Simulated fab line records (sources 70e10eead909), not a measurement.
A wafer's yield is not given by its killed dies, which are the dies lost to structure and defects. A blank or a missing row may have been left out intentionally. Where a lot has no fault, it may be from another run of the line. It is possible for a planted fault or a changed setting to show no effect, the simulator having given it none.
Problem report, 8D (eight disciplines) form, completed by code | flow nandHarc | the parts of the form that need people (team, actions taken, sign-off) are left out

1. THE PROBLEM
Wafers without a fault read 44, standard deviation 16; killedAtArray at NHARC_END_SORT_01 reads a mean of 570 on 2 wafers belonging to 2 lots. That is +33 standard deviations from the usual mean.
First observed at day 28 08:25: wafer L111.1, on prober-01. The record holds 6 wafers of 2 lots with a number at this step. By rule, "out" or "out of limits" means more than 4 standard deviations away from the usual mean. All remaining wafers that have a number are taken as sound.

2. WHAT IT IS AND WHAT IT IS NOT
question                    | is                        | is not
which readings at this step | killedAtArray, killedDies | killedAtOther, killedAtPeriphery, killedOpen
which lots                  | L111, L112                | -
which wafers of those lots  | L111.1, L112.3            | L111.3, L111.5, L112.2, L112.6
read on which gauges        | prober-01, prober-02      | -
when                        | from day 28 08:25         | up to then (0 sound wafers); but 4 sound wafers of L111, L112 came after

3. SUSPECTS, AND WHAT RULES EACH OUT
Counting: a tool at a process step up to the reading stays a suspect if it ran every lot that is out. Sound lots after the first of them don't rule it out here, since some wafers of a struck lot are sound.
- the gauge at NHARC_END_SORT_01 has been ruled out. The wafers that are out were read on 2 gauges (prober-01, prober-02).
- rieDiel-10 at NHARC_A_STAIRCASE_ETCH_13 (etches the open film in C4F8/O2, target depth 100 nm, time 40.5 s): kept. It ran every lot that is out, first L111 (day 19 17:29). Its own readings are out on those wafers: runLengthS.
- At NHARC_A_STAIRCASE_ETCH_13, inside rieDiel-10: chamber 0 took the wafers that are out, while their sound lot-mates went through chambers 1, 3.
Remaining after the count: rieDiel-10 at NHARC_A_STAIRCASE_ETCH_13.

4. THE CAUSE (what the simulator had put in)
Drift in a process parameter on rieDiel-10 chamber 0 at NHARC_A_STAIRCASE_ETCH_13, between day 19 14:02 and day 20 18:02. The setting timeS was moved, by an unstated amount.
After counting, this tool was the only one left.

5. SEQUENCE OF EFFECTS, ordered by route
One row per reading whose mean, taken over the struck wafers that have a number, lies over 3 standard deviations from the usual. Only readings for which the record gives a usual standard deviation are gone through. hours: the time from each lot's start at the first step in this table that gives one to its start at this step, as a median over the lots. sigmas: the change in usual standard deviations.
hours | step                      | reading       | usual  | on struck wafers | change | sigmas
0     | NHARC_A_STAIRCASE_ETCH_13 | runLengthS    | 61.8 s | 72.9             | +11.1  | +28
206   | NHARC_END_SORT_01         | killedAtArray | 44     | 570              | +526   | +33
206   | NHARC_END_SORT_01         | killedDies    | 48     | 574              | +526   | +33
Process steps it contains:
- NHARC_A_STAIRCASE_ETCH_13: etches the open film in C4F8/O2, target depth 100 nm, time 40.5 s.

6. HOW IT WOULD HAVE BEEN CAUGHT EARLIER
The first out-of-limits reading at a measuring or inspecting step in this record came at day 28 08:25, 210 hours after the fault's start at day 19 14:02.
At NHARC_A_STAIRCASE_ETCH_13, the tool's own readings (runLengthS) were out on each struck wafer the step has a row for, so an alarm limit on them would have fired on the first such wafer.
All the lots that are out (2) had begun NHARC_A_STAIRCASE_ETCH_13 on rieDiel-10 by day 28 08:25. Tool hold at that time: it would have spared none of them.
